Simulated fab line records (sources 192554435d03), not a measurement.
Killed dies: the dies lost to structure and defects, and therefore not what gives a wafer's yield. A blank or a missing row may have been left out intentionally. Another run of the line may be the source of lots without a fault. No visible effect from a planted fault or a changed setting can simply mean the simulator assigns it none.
Chamber matching -- flow n5_finfet -- N5_BEOL_M0_ALD_136 on ald_metal-01: 3 sister chambers
The step deposits TaN, pulse time 2 s, purge time 3 s, co reactant purge time 2 s. 20 wafers are shown with their chamber, then 7 later ones without.

## WAFERS, EACH WITH ITS CHAMBER
wafer,chamber,heater_power_w (W)
L075.3,2,420
L075.4,3,454
L075.6,1,530
L076.1,2,408
L076.3,3,465
L076.5,2,419
L083.2,3,452
L083.5,2,412
L083.6,3,452
L084.1,2,412
L084.3,1,536
L084.5,1,539
L087.1,3,448
L087.4,1,537
L087.5,3,459
L089.1,3,454
L089.4,2,408
L089.6,1,545
L091.2,2,409
L091.5,3,448

SIGNATURES (means of the wafers above)
reading,chamber 1,chamber 2,chamber 3,scatter within a chamber
heater_power_w,537.40,412.57,454.00,5.4
Rule: for a wafer and a chamber, the distance is found by dividing, reading by reading, the gap between the wafer's reading and the chamber's mean by the reading's scatter, squaring, summing and taking the root. The wafer belongs to the nearest chamber; if the next one is less than 2 further off, it can't be placed. The scatter: the root of (the sum of the squares of (reading less its chamber's mean) over the shown wafers, divided by (wafers less chambers)).

## WAFERS WHOSE CHAMBER IS MISSING
wafer,heater_power_w (W)
L091.6,541
L092.4,537
L092.5,537
L092.6,418
L094.1,527
L094.5,407
L096.3,405

## CHAMBER TAKEN BY EACH
wafer,from the rows above,in truth
L091.6,1,1
L092.4,1,1
L092.5,1,1
L092.6,2,2
L094.1,1,1
L094.5,2,2
L096.3,2,2
Correctly placed: 7 of 7. From these rows, 0 cannot be placed. Number placed wrongly: 0.
